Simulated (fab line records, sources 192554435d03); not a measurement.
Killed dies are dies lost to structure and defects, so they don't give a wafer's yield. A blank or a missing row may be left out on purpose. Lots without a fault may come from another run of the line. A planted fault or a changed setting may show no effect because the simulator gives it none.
Which tool did it? | flow n5_finfet | 12 lots, 36 wafers sampled, at 4 steps of a route of 1938

WHAT THE GAUGES READ, wafer by wafer
N5_MOL_CONTACT_COAG_OVL_MEAS_41.
lot  | measured     | on         | VD_OVL (nm)
L075 | day 5 13:06  | overlay-01 | -0.4 0.6 0.5
L077 | day 6 06:23  | overlay-01 | 0.0 0.2 0.7
L079 | day 7 00:14  | overlay-01 | -0.7 -0.4 -1.0
L081 | day 7 08:34  | overlay-01 | -0.2 -0.3 0.3
L083 | day 7 19:08  | overlay-01 | -0.7 -0.9 -0.5
L085 | day 8 11:59  | overlay-02 | 0.5 0.2 0.4
L087 | day 8 23:21  | overlay-02 | -1.2 0.6 0.3
L089 | day 9 11:17  | overlay-01 | 0.6 1.7 -0.1
L091 | day 9 20:11  | overlay-01 | 1.1 0.9 -0.6
L093 | day 10 11:20 | overlay-01 | -0.4 0.1 -0.3
L097 | day 10 23:19 | overlay-01 | -0.1 -0.7 0.1
L096 | day 11 03:18 | overlay-02 | 0.2 1.2 0.9

WHICH TOOL RAN EACH LOT (tool, then ch and the chambers of the sampled wafers, then the start)
lot  | N5_MOL_CONTACT_COAG_TI_SIL_19 | N5_MOL_CONTACT_COAG_ETCHBACK_132   | N5_MOL_CONTACT_COAG_STRIP_119
L075 | pvd_sputter-01, day 5 04:16   | rie_diel-04 ch 0,2, day 5 12:08    | plasma_asher-01 ch 0, day 5 12:28
L077 | pvd_sputter-03, day 5 14:59   | rie_diel-04 ch 0,3, day 6 05:26    | plasma_asher-01 ch 0,1, day 6 05:47
L079 | pvd_sputter-03, day 6 01:44   | rie_diel-02 ch 1,2,3, day 6 23:23  | plasma_asher-01 ch 0,1, day 6 23:44
L081 | pvd_sputter-03, day 6 23:52   | rie_diel-05 ch 0,2,3, day 7 07:44  | plasma_asher-01 ch 0,1, day 7 08:04
L083 | pvd_sputter-02, day 7 08:29   | rie_diel-04 ch 0,2,3, day 7 18:17  | plasma_asher-01 ch 0,1, day 7 18:38
L085 | pvd_sputter-01, day 8 02:37   | rie_diel-04 ch 0,1, day 8 11:08    | plasma_asher-01 ch 0,1, day 8 11:29
L087 | pvd_sputter-03, day 8 11:47   | rie_diel-05 ch 1,2, day 8 22:30    | plasma_asher-02 ch 0,1, day 8 22:52
L089 | pvd_sputter-01, day 8 23:58   | rie_diel-02 ch 2,3, day 9 10:26    | plasma_asher-02 ch 0,1, day 9 10:46
L091 | pvd_sputter-02, day 9 11:44   | rie_diel-02 ch 0,2,3, day 9 19:19  | plasma_asher-02 ch 0,1, day 9 19:40
L093 | pvd_sputter-01, day 10 00:58  | rie_diel-04 ch 0,1,2, day 10 10:29 | plasma_asher-02 ch 0,1, day 10 10:51
L097 | pvd_sputter-03, day 10 12:46  | rie_diel-05 ch 0,2,3, day 10 22:19 | plasma_asher-02 ch 0,1, day 10 22:39
L096 | pvd_sputter-03, day 10 17:26  | rie_diel-05 ch 0,2,3, day 11 02:20 | plasma_asher-01 ch 0,1, day 11 02:41
- N5_MOL_CONTACT_COAG_TI_SIL_19: material Ti, target thk 4.2 nm, time 15 s.
- N5_MOL_CONTACT_COAG_ETCHBACK_132: etches SiO2 in CHF3, target depth 10 nm, time 6.7 s.
- N5_MOL_CONTACT_COAG_STRIP_119: strips in N2/H2, time 30 s.

THE ANSWER, worked out from the rows above alone
Rule: what is usual is taken from the lots themselves. Put in order of their means at a reading, lots are off if they are a third of the lots or fewer, leave a main group of 4 or more, and stand apart from it by a gap of 3 or more times the standard deviation of the main group's means; of several such gaps the widest counts. A main group whose means are all the same, to the digits that the tables above print for the reading, isn't used. A lot without any number at a reading at which 4 lots or more have one is off too. The other lots that the step has rows for count as sound.
No lot is off at any reading shown: from this, nothing can be told.

WHAT THE SIMULATOR HAD PUT IN
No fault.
